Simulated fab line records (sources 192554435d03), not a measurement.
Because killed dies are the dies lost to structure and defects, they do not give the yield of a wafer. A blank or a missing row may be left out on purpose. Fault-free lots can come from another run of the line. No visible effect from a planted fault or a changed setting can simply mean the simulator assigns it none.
Matching of chambers :: flow n5-finfet :: 4 sister chambers for N5_MOL_CONTACT_COAG_CMP_23 on cmp-03
The step polishes, stops on SiO2, t overpolish 1.5 s, target thk 0 nm. 16 wafers are shown with their chamber, then 8 later ones without.

## WAFERS, EACH WITH ITS CHAMBER
wafer: L076.2
chamber: 1
motor-current-A (A): 7.4
time-to-endpoint-s (s): 10.0
overpolish-run-s (s): 1.495

wafer: L076.3
chamber: 2
motor-current-A (A): 6.8
time-to-endpoint-s (s): 13.8
overpolish-run-s (s): 1.509

wafer: L076.5
chamber: 1
motor-current-A (A): 7.8
time-to-endpoint-s (s): 8.7
overpolish-run-s (s): 1.505

wafer: L077.2
chamber: 0
motor-current-A (A): 8.9
time-to-endpoint-s (s): 11.8
overpolish-run-s (s): 1.514

wafer: L077.3
chamber: 1
motor-current-A (A): 7.8
time-to-endpoint-s (s): 8.7
overpolish-run-s (s): 1.493

wafer: L077.5
chamber: 0
motor-current-A (A): 8.6
time-to-endpoint-s (s): 10.2
overpolish-run-s (s): 1.490

wafer: L080.2
chamber: 3
motor-current-A (A): 7.8
time-to-endpoint-s (s): 6.8
overpolish-run-s (s): 1.514

wafer: L080.3
chamber: 1
motor-current-A (A): 7.9
time-to-endpoint-s (s): 6.3
overpolish-run-s (s): 1.503

wafer: L080.5
chamber: 2
motor-current-A (A): 7.2
time-to-endpoint-s (s): 8.6
overpolish-run-s (s): 1.515

wafer: L084.2
chamber: 2
motor-current-A (A): 6.9
time-to-endpoint-s (s): 12.3
overpolish-run-s (s): 1.509

wafer: L084.3
chamber: 0
motor-current-A (A): 8.0
time-to-endpoint-s (s): 12.3
overpolish-run-s (s): 1.509

wafer: L084.4
chamber: 1
motor-current-A (A): 7.5
time-to-endpoint-s (s): 8.7
overpolish-run-s (s): 1.506

wafer: L086.2
chamber: 2
motor-current-A (A): 7.3
time-to-endpoint-s (s): 13.6
overpolish-run-s (s): 1.501

wafer: L086.4
chamber: 0
motor-current-A (A): 8.3
time-to-endpoint-s (s): 13.9
overpolish-run-s (s): 1.491

wafer: L086.5
chamber: 3
motor-current-A (A): 7.7
time-to-endpoint-s (s): 11.2
overpolish-run-s (s): 1.510

wafer: L090.3
chamber: 3
motor-current-A (A): 8.0
time-to-endpoint-s (s): 9.1
overpolish-run-s (s): 1.512

SIGNATURES, as means of the wafers listed above
reading: motor-current-A
chamber 0: 8.450
chamber 1: 7.680
chamber 2: 7.050
chamber 3: 7.833
scatter within a chamber: 0.267

reading: time-to-endpoint-s
chamber 0: 12.050
chamber 1: 8.480
chamber 2: 12.075
chamber 3: 9.033
scatter within a chamber: 1.85

reading: overpolish-run-s
chamber 0: 1.50100
chamber 1: 1.50040
chamber 2: 1.50850
chamber 3: 1.51200
scatter within a chamber: 0.00766
Rule: distance of a wafer from a chamber = root of the sum over the readings of ((wafer's reading minus chamber's mean) / reading's scatter) squared. The wafer belongs to the nearest chamber; if the next one is less than 2 further off, it can't be placed. The scatter is the square root of a quotient: the sum, over the shown wafers, of each reading's squared deviation from its chamber's mean, divided by wafers minus chambers.

## WAFERS WITH NO CHAMBER GIVEN
wafer: L090.4
motor-current-A (A): 6.9
time-to-endpoint-s (s): 11.8
overpolish-run-s (s): 1.490

wafer: L090.6
motor-current-A (A): 7.4
time-to-endpoint-s (s): 6.1
overpolish-run-s (s): 1.487

wafer: L094.2
motor-current-A (A): 6.7
time-to-endpoint-s (s): 9.2
overpolish-run-s (s): 1.504

wafer: L094.3
motor-current-A (A): 8.4
time-to-endpoint-s (s): 13.9
overpolish-run-s (s): 1.499

wafer: L094.6
motor-current-A (A): 7.0
time-to-endpoint-s (s): 11.4
overpolish-run-s (s): 1.499

wafer: L097.1
motor-current-A (A): 7.8
time-to-endpoint-s (s): 9.7
overpolish-run-s (s): 1.498

wafer: L097.2
motor-current-A (A): 8.6
time-to-endpoint-s (s): 13.4
overpolish-run-s (s): 1.498

wafer: L097.4
motor-current-A (A): 7.3
time-to-endpoint-s (s): 13.3
overpolish-run-s (s): 1.502

## CHAMBER TAKEN BY EACH
wafer: L090.4
from the rows above: can't be placed: 2 or 1
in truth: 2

wafer: L090.6
from the rows above: can't be placed: 1 or 3
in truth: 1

wafer: L094.2
from the rows above: can't be placed: 2 or 1
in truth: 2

wafer: L094.3
from the rows above: 0
in truth: 0

wafer: L094.6
from the rows above: can't be placed: 2 or 1
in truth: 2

wafer: L097.1
from the rows above: can't be placed: 1 or 3 or 0
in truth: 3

wafer: L097.2
from the rows above: 0
in truth: 0

wafer: L097.4
from the rows above: can't be placed: 2 or 1 or 3
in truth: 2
Correct placement for 2 of the 8. Not placeable from these rows: 6 (in 6, the candidates include the true chamber). Wrongly placed: 0.
